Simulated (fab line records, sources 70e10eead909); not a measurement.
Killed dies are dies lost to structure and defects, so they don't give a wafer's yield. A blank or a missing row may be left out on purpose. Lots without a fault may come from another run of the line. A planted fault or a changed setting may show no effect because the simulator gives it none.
fab line records | flow nand_harc | part 1 of 2: steps 1 to 4 of 6
record lots=24 wafers=72 last_day=24
route steps=1159 shown A_CONTACT@860
lots that met no fault: from a run of the same line without faults
start_h: hours from the record's first day to the start of the lot's first wafer shown | wait_h: hours since the lot's step before | " the same as in the row above | L1.1+2: a row that stands for several wafers | - no value, or no start given | * or withheld: withheld | < > ~ a bound
route shown NAME@n: a module of which the file shows steps, and the number in the route of the first | usual: mean/standard deviation of fault-free wafers | same: alike in all rows | chamber/n: place in a boat | sites: the reading at each site | _std_site: their standard deviation | _edge_site: outer sites' mean less inner sites' | radius_mm: how far each site lies from the wafer's centre | mask NAME#n: copy n | behind: the tool/chamber that last shaped the wafer | hold: why the lot was held/for how many hours/how that ended | device: the transistor (n, p or np) that didn't switch | end of line: the same wafers' tests at the end of the route | a step without rows: its recipe alone | killed: dies lost to structure and defects at the first sort, not the wafer's yield | map: a wafer's dies, x killed, . not, _ none there
set.NAME: the setting as run; set.NAME@STEP: as run at that earlier step | model.NAME: the simulator's own value behind a step, which no gauge read
steps of the route over a sample of lots; a table a step, a row a wafer
services: from which hour (start_h, from the record's first day; less than 0 if before it) a tool's chamber was out of use, for how many hours, and why
## steps
# step NHARC_A_CONTACT_ETCH_50
# recipe target_depth_a=847 time_s=42.4 cf4_flow_sccm=100 chf3_flow_sccm=30 ar_flow_sccm=0 rf_w=500 bias_w=200 chemistry=CF4/CHF3
# usual bias_w=200.0/0.66 drypump_motor_current_A=5.6/0.51 oes_product_au=0.942/0.026 rf_vpp_V=371.2/1.8 showerhead_plenum_p_Torr=1.59/0.048 throttle_valve_pct=16.803/0.0096
# same time_s=42.4
# columns lot.wafer tool chamber start_h wait_h bias_w drypump_motor_current_A oes_product_au rf_hours_counter_h rf_vpp_V showerhead_plenum_p_Torr throttle_valve_pct
L074.1 rie_diel-04 0 - - 198.9 6.0 0.976 4 370.1 1.55 16.787
L074.5 " 1 " " 200.2 5.1 0.944 - 369.4 1.57 16.778
L074.6 " 2 " " 200.7 5.8 0.974 - 372.3 1.62 16.813
L076.4 rie_diel-04 3 - - 200.9 5.4 1.002 12 374.6 1.65 16.798
L076.5 " 2 " " 199.7 5.8 0.977 - 372.7 1.62 16.822
L076.6 " 3 " " 200.4 5.4 0.997 - 371.6 1.65 16.803
L075.3 rie_diel-04 2 - - 200.1 5.8 0.984 13 371.8 1.61 16.803
L075.1 " 0 " " 200.0 5.9 0.995 11 370.8 1.55 16.798
L075.6 " 2 " " 201.4 5.8 0.971 - 373.2 1.62 16.809
L077.1 rie_diel-05 0 - - 199.8 6.3 0.945 10 370.3 1.54 16.812
L077.6 " 2 " " 200.2 6.3 0.983 - 372.8 1.60 16.801
L077.4 " 0 " " 200.1 6.3 0.947 - 369.6 1.54 16.805
L078.1 rie_diel-04 2 - - 200.0 5.8 0.956 14 372.9 1.62 16.803
L078.5 " 1 " " 200.5 5.1 0.908 - 368.9 1.56 16.797
L078.6 " 2 " " 199.7 5.8 0.959 - 372.1 1.61 16.818
L079.2 rie_diel-07 3 - - 200.4 5.1 0.912 54 370.3 1.58 16.790
L079.1 " 0 " " 199.6 5.1 0.920 59 374.9 1.68 16.781
L079.6 " 2 " " 200.9 6.6 0.932 - 369.5 1.54 16.791
L082.1 rie_diel-04 2 - - 199.5 5.8 0.983 18 373.1 1.61 16.823
L082.4 " 3 " " 199.9 5.5 0.972 19 373.9 1.65 16.805
L082.6 " 0 " " 200.0 6.0 0.970 - 369.8 1.55 16.785
L084.2 rie_diel-04 0 - - 201.1 5.9 0.940 19 370.9 1.55 16.782
L084.4 " 3 " " 199.8 5.4 0.937 20 371.5 1.65 16.796
L084.6 " 1 " " 199.7 5.1 0.910 - 369.7 1.56 16.812
L081.3 rie_diel-07 0 - - 200.3 5.1 0.917 3 373.6 1.68 16.809
L081.2 " 1 " " 200.7 4.9 0.940 4 371.0 1.59 16.826
L081.6 " 0 " " 200.0 5.0 0.932 - 373.9 1.68 16.798
L083.2 rie_diel-04 0 - - 200.7 5.9 0.975 20 369.9 1.55 16.798
L083.1 " 1 " " 200.2 5.1 0.954 21 369.5 1.56 16.797
L083.6 " 0 " " 200.6 5.9 0.972 - 369.2 1.55 16.814
L080.1 rie_diel-05 1 - - 198.9 5.2 0.923 26 374.2 1.68 16.801
L080.3 " 3 " " 200.5 6.3 0.922 29 367.5 1.53 16.806
L080.5 " 0 " " 199.7 6.3 0.906 - 369.8 1.54 16.807
L087.1 rie_diel-04 1 - - 200.6 5.0 0.904 24 371.4 1.56 16.807
L087.4 " 2 " " 199.7 5.8 0.929 24 371.5 1.61 16.803
L087.6 " 0 " " 201.0 5.9 0.942 - 369.6 1.55 16.796
L086.1 rie_diel-05 3 - - 200.1 6.3 0.932 37 367.8 1.53 16.786
L086.2 " 1 " " 200.0 5.2 0.913 32 373.6 1.67 16.807
L086.5 " 3 " " 200.8 6.3 0.926 - 369.8 1.53 16.812
L089.1 rie_diel-07 2 - - 200.2 6.6 0.924 15 368.7 1.54 16.801
L089.4 " 0 " " 198.5 5.1 0.916 14 374.4 1.68 16.805
L089.6 " 3 " " 201.0 5.1 0.942 - 371.6 1.57 16.787
L085.3 rie_diel-04 2 - - 199.7 5.8 0.971 26 373.4 1.61 16.810
L085.2 " 3 " " 200.6 5.4 0.976 27 372.6 1.64 16.806
L085.1 " 1 " " 201.0 5.1 0.949 27 369.4 1.56 16.814
L088.3 rie_diel-04 3 - - 199.4 5.4 0.976 28 372.4 1.64 16.812
L088.2 " 0 " " 200.1 5.9 0.978 24 369.5 1.55 16.804
L088.6 " 2 " " 200.3 5.7 0.956 - 371.9 1.61 16.807
L091.4 rie_diel-04 2 - - 198.8 5.8 0.955 28 371.6 1.61 16.800
L091.6 " 1 " " 199.7 5.1 0.924 - 370.3 1.56 16.793
L091.5 " 2 " " 199.9 5.8 0.965 - 373.1 1.61 16.812
L090.1 rie_diel-04 3 - - 199.6 5.4 0.929 30 372.9 1.64 16.809
L090.3 " 0 " " 201.0 5.9 0.932 27 369.1 1.55 16.815
L090.6 " 1 " " 199.5 5.0 0.905 - 369.7 1.56 16.795
L092.4 rie_diel-05 0 - - 201.1 6.3 0.914 48 368.5 1.53 16.806
L092.3 " 2 " " 200.4 6.3 0.919 46 370.8 1.59 16.812
L092.6 " 3 " " 200.0 6.3 0.936 - 369.1 1.52 16.799
L093.3 rie_diel-07 0 - - 199.6 5.1 0.923 24 371.9 1.68 16.777
L093.4 " 1 " " 198.7 4.9 0.947 26 371.3 1.58 16.804
L093.2 " 2 " " 199.3 6.6 0.952 25 371.0 1.54 16.801
L094.2 rie_diel-04 1 - - 198.9 5.0 0.967 2 369.9 1.56 16.807
L094.1 " 2 " " 199.8 5.8 0.993 3 371.5 1.61 16.813
L094.5 " 0 " " 200.2 6.0 0.966 - 368.9 1.55 16.795
L095.3 rie_diel-07 0 - - 200.7 5.1 0.909 28 373.5 1.68 16.807
L095.1 " 3 " " 199.4 5.1 0.917 26 369.1 1.57 16.807
L095.6 " 1 " " 199.4 4.9 0.909 - 369.1 1.58 16.810
L096.1 rie_diel-05 2 - - 199.5 6.3 0.923 56 372.2 1.59 16.816
L096.2 " 3 " " 199.8 6.3 0.934 59 368.1 1.52 16.791
L096.6 " 0 " " 201.5 6.3 0.916 - 369.0 1.53 16.815
L097.3 rie_diel-05 2 - - 201.5 6.3 0.925 58 371.5 1.59 16.808
L097.4 " 3 " " 200.8 6.3 0.930 61 369.1 1.52 16.818
L097.6 " 2 " " 200.7 6.3 0.926 - 369.7 1.59 16.800
# step NHARC_A_CONTACT_ETCH_114
# recipe source_w=withheld pressure_mtorr=20 bias_v=3000 time_s=94 target_depth_a=9220 ar_flow_sccm=withheld c4f8_flow_sccm=withheld o2_flow_sccm=withheld chemistry=C4F8/O2/Ar
# same time_s=94
# columns lot.wafer tool chamber start_h wait_h rf_hours_counter_h
L074.1 har_cap_etch-03 1 356.12 0.1 79
L074.6 " 0 " " -
L074.5 " 1 " " -
L076.4 har_cap_etch-01 1 378.20 0.1 -
L076.6 " 0 " " -
L076.5 " 1 " " -
L075.1 har_cap_etch-02 0 382.96 0.1 11
L075.3 " 1 " " -
L075.6 " 0 " " -
L077.1 har_cap_etch-03 0 384.38 0.1 84
L077.4 " 1 " " -
L077.6 " 1 " " -
L078.1 har_cap_etch-03 0 388.66 0.1 85
L078.5 " 0 " " -
L078.6 " 1 " " -
L079.2 har_cap_etch-01 0 393.12 0.1 59
L079.1 " 1 " " 59
L079.6 " 1 " " -
L082.1 har_cap_etch-02 1 411.32 0.1 17
L082.4 " 1 " " -
L082.6 " 1 " " -
L084.2 har_cap_etch-03 0 422.12 0.1 89
L084.4 " 1 " " -
L084.6 " 1 " " -
L081.2 har_cap_etch-02 1 423.75 0.1 18
L081.3 " 0 " " -
L081.6 " 0 " " -
L083.1 har_cap_etch-01 1 424.62 0.1 64
L083.2 " 0 " " 64
L083.6 " 1 " " -
L080.1 har_cap_etch-02 0 427.70 0.1 19
L080.3 " 1 " " -
L080.5 " 1 " " -
L087.1 har_cap_etch-02 1 448.04 0.1 23
L087.4 " 1 " " -
L087.6 " 0 " " -
L086.1 har_cap_etch-01 0 448.53 0.1 68
L086.2 " 1 " " 68
L086.5 " 1 " " -
L089.1 har_cap_etch-01 0 456.37 0.1 69
L089.4 " 0 " " -
L089.6 " 1 " " -
L085.1 har_cap_etch-02 0 457.59 0.1 25
L085.2 " 1 " " 25
L085.3 " 0 " " -
L088.2 har_cap_etch-03 0 460.52 0.1 95
L088.3 " 0 " " -
L088.6 " 0 " " -
L091.4 har_cap_etch-03 0 464.43 0.1 -
L091.5 " 1 " " -
L091.6 " 0 " " -
L090.1 har_cap_etch-02 0 465.86 0.1 27
L090.3 " 1 " " -
L090.6 " 0 " " -
L092.3 har_cap_etch-03 1 474.19 0.1 -
L092.4 " 0 " " -
L092.6 " 0 " " -
L093.2 har_cap_etch-02 1 476.11 0.1 29
L093.4 " 0 " " -
L093.3 " 1 " " -
L094.1 har_cap_etch-01 0 491.90 0.1 78
L094.2 " 1 " " 78
L094.5 " 1 " " -
L095.1 har_cap_etch-03 0 493.01 0.1 103
L095.3 " 0 " " -
L095.6 " 1 " " -
L096.1 har_cap_etch-02 0 506.73 0.1 34
L096.2 " 1 " " 34
L096.6 " 1 " " -
L097.4 har_cap_etch-01 0 510.93 0.1 -
L097.3 " 1 " " -
L097.6 " 0 " " -
# step NHARC_A_CONTACT_ETCH_122
# recipe source_w=withheld pressure_mtorr=20 bias_v=3000 time_s=95 target_depth_a=9300 ar_flow_sccm=withheld c4f8_flow_sccm=withheld o2_flow_sccm=withheld chemistry=C4F8/O2/Ar
# same time_s=95
# columns lot.wafer tool chamber start_h wait_h rf_hours_counter_h
L074.1 har_cap_etch-03 1 357.08 0.1 80
L074.6 " 0 " " -
L074.5 " 1 " " -
L076.4 har_cap_etch-01 1 378.93 0.1 -
L076.6 " 0 " " -
L076.5 " 1 " " -
L075.1 har_cap_etch-02 0 383.69 0.1 12
L075.3 " 1 " " -
L075.6 " 0 " " -
L077.1 har_cap_etch-03 0 385.35 0.1 85
L077.4 " 1 " " -
L077.6 " 1 " " -
L078.1 har_cap_etch-03 0 389.63 0.1 86
L078.5 " 0 " " -
L078.6 " 1 " " -
L079.2 har_cap_etch-01 0 393.85 0.1 60
L079.1 " 1 " " 60
L079.6 " 1 " " -
L082.1 har_cap_etch-02 1 412.05 0.1 18
L082.4 " 1 " " -
L082.6 " 1 " " -
L084.2 har_cap_etch-03 0 422.85 0.1 90
L084.4 " 1 " " -
L084.6 " 1 " " -
L081.2 har_cap_etch-02 1 424.48 0.1 19
L081.3 " 0 " " -
L081.6 " 0 " " -
L083.1 har_cap_etch-01 1 425.35 0.1 64
L083.2 " 0 " " 64
L083.6 " 1 " " -
L080.1 har_cap_etch-02 0 428.43 0.1 20
L080.3 " 1 " " -
L080.5 " 1 " " -
L087.1 har_cap_etch-02 1 448.76 0.1 23
L087.4 " 1 " " -
L087.6 " 0 " " -
L086.1 har_cap_etch-01 0 449.26 0.1 69
L086.2 " 1 " " 69
L086.5 " 1 " " -
L089.1 har_cap_etch-01 0 457.10 0.1 70
L089.4 " 0 " " -
L089.6 " 1 " " -
L085.1 har_cap_etch-02 0 458.32 0.1 26
L085.2 " 1 " " 26
L085.3 " 0 " " -
L088.2 har_cap_etch-03 0 461.49 0.1 96
L088.3 " 0 " " -
L088.6 " 0 " " -
L091.4 har_cap_etch-03 0 465.40 0.1 -
L091.5 " 1 " " -
L091.6 " 0 " " -
L090.1 har_cap_etch-02 0 466.58 0.1 28
L090.3 " 1 " " -
L090.6 " 0 " " -
L092.3 har_cap_etch-03 1 475.16 0.1 -
L092.4 " 0 " " -
L092.6 " 0 " " -
L093.2 har_cap_etch-02 1 476.84 0.1 30
L093.4 " 0 " " -
L093.3 " 1 " " -
L094.1 har_cap_etch-01 0 492.63 0.1 79
L094.2 " 1 " " 79
L094.5 " 1 " " -
L095.1 har_cap_etch-03 0 493.74 0.1 104
L095.3 " 0 " " -
L095.6 " 1 " " -
L096.1 har_cap_etch-02 0 507.45 0.1 34
L096.2 " 1 " " 34
L096.6 " 1 " " -
L097.4 har_cap_etch-01 0 511.66 0.1 -
L097.3 " 1 " " -
L097.6 " 0 " " -
# step NHARC_A_CONTACT_OVL_MEAS_70
# usual overlay_x_nm=-0.1/0.95 overlay_y_nm=-0.3/0.66
# columns lot.wafer tool chamber start_h wait_h overlay_x_nm overlay_y_nm
L074.1 overlay-01 - 364.52 - 0.8 0.2
L074.5 " - " " 0.8 0.1
L074.6 " - " " 0.9 0.4
L076.4 overlay-02 - 383.44 - -0.5 0.2
L076.5 " - " " -0.6 0.2
L076.6 " - " " -0.3 -0.1
L075.1 overlay-01 - 388.17 - -0.2 -0.4
L075.3 " - " " -0.6 -0.5
L075.6 " - " " -0.4 0.1
L077.1 overlay-02 - 391.46 - 0.2 -1.6
L077.4 " - " " 1.0 -0.8
L077.6 " - " " 1.1 -1.2
L078.1 overlay-01 - 395.15 - 1.7 -0.2
L078.5 " - " " 1.2 0.4
L078.6 " - " " 1.2 0.1
L079.1 overlay-02 - 398.48 - 1.5 -0.6
L079.2 " - " " 0.8 -0.9
L079.6 " - " " 1.3 -1.2
L082.1 overlay-01 - 417.58 - -1.3 -1.2
L082.4 " - " " -1.6 -1.0
L082.6 " - " " -1.8 -1.1
L084.2 overlay-01 - 427.80 - 0.4 0.2
L084.4 " - " " 0.6 0.2
L084.6 " - " " 0.4 0.0
L081.2 overlay-01 - 429.91 - -0.5 -1.2
L081.3 " - " " -0.8 -1.3
L081.6 " - " " -0.9 -1.5
L083.1 overlay-02 - 430.15 - -0.1 0.0
L083.2 " - " " -0.6 0.5
L083.6 " - " " -0.4 -0.1
L080.1 overlay-01 - 433.46 - -0.4 -0.8
L080.3 " - " " -0.4 0.2
L080.5 " - " " -0.6 -0.1
L087.1 overlay-01 - 453.37 - 0.8 -0.3
L087.4 " - " " 0.3 -0.5
L087.6 " - " " 0.9 -0.2
L086.1 overlay-02 - 453.88 - -1.5 -1.1
L086.2 " - " " -1.1 -1.4
L086.5 " - " " -1.8 -0.6
L089.1 overlay-02 - 462.88 - 0.3 0.7
L089.4 " - " " 0.7 0.5
L089.6 " - " " 0.1 1.0
L085.1 overlay-01 - 464.65 - -0.9 0.1
L085.2 " - " " -0.8 0.1
L085.3 " - " " -1.5 -0.2
L088.2 overlay-02 - 466.69 - -0.7 0.5
L088.3 " - " " -1.1 0.6
L088.6 " - " " -0.5 1.0
L091.4 overlay-02 - 471.76 - 0.3 0.1
L091.5 " - " " 0.6 0.1
L091.6 " - " " 0.7 0.6
L090.1 overlay-01 - 473.46 - -0.9 0.4
L090.3 " - " " -1.1 0.9
L090.6 " - " " -1.1 0.7
L092.3 overlay-01 - 482.32 - -0.4 -0.3
L092.4 " - " " -0.9 -0.6
L092.6 " - " " -1.2 -0.6
L093.2 overlay-02 - 484.21 - -1.2 -1.0
L093.3 " - " " -1.6 -0.5
L093.4 " - " " -1.2 -0.6
L094.1 overlay-02 - 497.26 - 0.7 -0.8
L094.2 " - " " 0.6 -1.1
L094.5 " - " " 0.7 -0.6
L095.1 overlay-02 - 498.18 - 0.9 -0.4
L095.3 " - " " 0.9 0.0
L095.6 " - " " 1.1 -0.6
L096.1 overlay-02 - 511.75 - 0.7 -0.4
L096.2 " - " " 1.2 -0.7
L096.6 " - " " 0.8 0.3
L097.3 overlay-01 - 516.36 - -0.8 -0.9
L097.4 " - " " -1.2 -0.5
L097.6 " - " " -0.8 -0.9
